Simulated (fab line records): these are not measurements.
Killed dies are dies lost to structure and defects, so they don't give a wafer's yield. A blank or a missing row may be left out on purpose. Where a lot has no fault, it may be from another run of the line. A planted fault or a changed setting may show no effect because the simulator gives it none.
Struck lot and sound lot, side by side / flow n5-finfet / 38 steps out of a route of 1938
Sound: wafers L601.2, L601.3, L601.5. Struck: wafer L606.5. (L606.6 of the same lot was not struck and is left out.) The cause comes at the end.
Order at every step that has rows: each side's tool, ch and its chambers, its first start. Under that, the readings that differ: sound wafers / struck wafers / difference of the means / sigmas: that difference in standard deviations of wafers without a fault.
alike: readings with means less than 2 such deviations apart, plus words and numbers identical on both sides. not compared: withheld readings, readings lacking a value on some wafer, bounds such as >300 that could conceal the same value, and numbers that have no deviation in the record and whose values overlap.
Wherever a step has rows on one side only, a row that says differs or no value, or a row with sigmas, the two part there. When numbers do not overlap yet have no deviation, they are printed without sigmas and do not part them. A reading missing from all wafers of one side parts the sides only when that side holds two or more wafers.

first, 11 steps without rows for these wafers: N5_WELL_APT_RTA_34 (time 10 s); N5_WELL_APT_OXIDE_STRIP_42 (strips SiO2 in dHF, time 45 s, target depth 12 nm); N5_WELL_APT_PRECLEAN_36 (cleans in O3/DIW, time 45 s); N5_WELL_APT_PRECLEAN_39 (cleans in dHF, time 60 s); N5_WELL_APT_SRD_37 (time 30 s); N5_WELL_APT_EPI_41 (deposits Si from SiH4/H2, target thk 50 nm, time 297.7 s); N5_PMOS_HMC_CHANNEL_EPI_HM_DEP_34 (deposits SiO2 from TEOS/O2, target thk 36 nm, time 6.9 s); N5_PMOS_HMC_CHANNEL_EPI_COAT_31 (time 60 s, resist thk 66 nm); N5_PMOS_HMC_CHANNEL_EPI_COAT_03 (resist thk 205 nm); N5_PMOS_HMC_CHANNEL_EPI_EBR_05; N5_PMOS_HMC_CHANNEL_EPI_SOFTBAKE_04 (time 60 s).
N5_PMOS_HMC_CHANNEL_EPI_EXPOSE_06: exposes mask PMOS HMC BLK, target cd 240 nm.
  sound on arfi-scanner-02 ch 0, day 3 12:08; struck on arfi-scanner-02 ch 0, day 4 17:09
  alike: mask
then, 2 steps without rows for these wafers: N5_PMOS_HMC_CHANNEL_EPI_PEB_07 (peb time 60 s); N5_PMOS_HMC_CHANNEL_EPI_DEVELOP_08 (develop time 30 s).
N5_PMOS_HMC_CHANNEL_EPI_CD_MEAS_09: the cd target is 237.4 nm.
  sound on cd-sem-02 ch 0, day 3 12:15; struck on cd-sem-02 ch 0, day 4 17:16
reading=cd-nm (nm); sound=237.5 236.3 237.0; struck=270.7; difference=+33.8; sigmas=+34
N5_PMOS_HMC_CHANNEL_EPI_DESCUM_14: chemistry O2, time 7.9 s.
  sound on rie-diel-01 ch 1,3, day 3 12:20; struck on rie-diel-05 ch 3, day 4 17:22
reading=model.PMOS_HMC_CHANNEL_EPI.cd-nm (nm); sound=237.4 236.2 237; struck=270.7; difference=+33.8; sigmas=
  alike: chamber-pressure-mTorr, drypump-motor-current-A, oes-product-au, rf-vpp-V, showerhead-plenum-p-Torr, throttle-valve-pct
  not compared: rf-hours-counter-h
then, 5 steps without rows for these wafers: N5_PMOS_HMC_CHANNEL_EPI_ETCH_32 (etches BARC in N2/H2, stops on SiO2, target depth 85.8 nm, time 50.3 s); N5_PMOS_HMC_CHANNEL_EPI_HM_OPEN_15 (chemistry CHF3/O2, target SiO2, target depth 40.6 nm, time 20.3 s); N5_PMOS_HMC_CHANNEL_EPI_STRIP_33 (strips in N2/H2); N5_PMOS_HMC_CHANNEL_EPI_STRIP_17 (strips in SPM, time 750 s); N5_PMOS_HMC_CHANNEL_EPI_ETCH_38 (etches SiO2 in CF4, target depth 1.5 nm).
N5_PMOS_HMC_CHANNEL_EPI_FIN_RECESS_16: chemistry HBr/Cl2, target Si, target depth 54 nm, time 18 s.
  sound on rie-si-02 ch 1,3, day 3 12:48; struck on rie-si-02 ch 2, day 4 17:50
reading=model.PMOS_HMC_CHANNEL_EPI.cd-nm (nm); sound=240.2 239.7 240.2; struck=273.1; difference=+33.1; sigmas=
  alike: chamber-pressure-mTorr, drypump-motor-current-A, oes-product-au, throttle-valve-pct
  not compared: rf-hours-counter-h
then, 14 steps without rows for these wafers: N5_PMOS_HMC_CHANNEL_EPI_PRECLEAN_36 (cleans in O3/DIW, time 45 s); N5_PMOS_HMC_CHANNEL_EPI_PRECLEAN_18 (cleans in DHF, time 30 s); N5_PMOS_HMC_CHANNEL_EPI_SRD_19 (time 30 s); N5_PMOS_HMC_CHANNEL_EPI_EPI_20 (deposits SiGe30, target thk 59 nm); N5_PMOS_HMC_CHANNEL_EPI_HM_STRIP_35 (strips SiO2 in dHF, material SiO2, target depth 39.6 nm, time 216 s); N5_PMOS_HMC_CHANNEL_EPI_SRD_39 (time 30 s); N5_PMOS_HMC_CHANNEL_EPI_CMP_21 (polishes SiGe30, target thk 54 nm); N5_PMOS_HMC_CHANNEL_EPI_PRECLEAN_40 (cleans in DHF, time 30 s); N5_PMOS_HMC_CHANNEL_EPI_PRECLEAN_37 (cleans in O3/DIW, time 45 s); N5_PMOS_HMC_CHANNEL_EPI_PRECLEAN_24 (cleans in DHF, time 30 s); N5_PMOS_HMC_CHANNEL_EPI_SRD_25 (time 30 s); N5_PMOS_HMC_CHANNEL_EPI_EPI_26 (deposits Si from SiH4/H2, target thk 3.8 nm, time 22.7 s); N5_FIN_SAQP_PRECLEAN_42 (cleans in O3/DIW, time 60 s); N5_FIN_SAQP_PRECLEAN_00 (cleans in SC1, time 60 s).
-- record jumps: 6 days separate the struck wafers' starts on either side; left off in module FIN_SAQP, taken up again in module BEOL_M4, whose first shown step is the route's number 1111 --
N5_BEOL_M4_RC_MEAS_101:
  sound on prober-01 ch 0, day 9 12:53; struck on prober-02 ch 0, day 10 13:54
reading=VT_P (mV); sound=-255 -258 -252; struck=-248; difference=+7; sigmas=+2
  alike: DIBL_N, DIBL_P, IOFF_N, IOFF_P, ION_N, ION_P, SS_N, SS_P, VT_N
-- here the record skips 4 days between the struck wafers' starts before and after, leaving off in module BEOL_M4 and picking up in module PASSIVATION (first step shown: number 1936 of the route) --
N5_PASSIVATION_PROBE_49:
  record: rows for the struck wafers here (prober-01, day 14 15:39), none for the sound ones

## WHERE THEY PART
At N5_PMOS_HMC_CHANNEL_EPI_CD_MEAS_09 first; at N5_PASSIVATION_PROBE_49 last (within this record only).

WHY: what the simulator had put in
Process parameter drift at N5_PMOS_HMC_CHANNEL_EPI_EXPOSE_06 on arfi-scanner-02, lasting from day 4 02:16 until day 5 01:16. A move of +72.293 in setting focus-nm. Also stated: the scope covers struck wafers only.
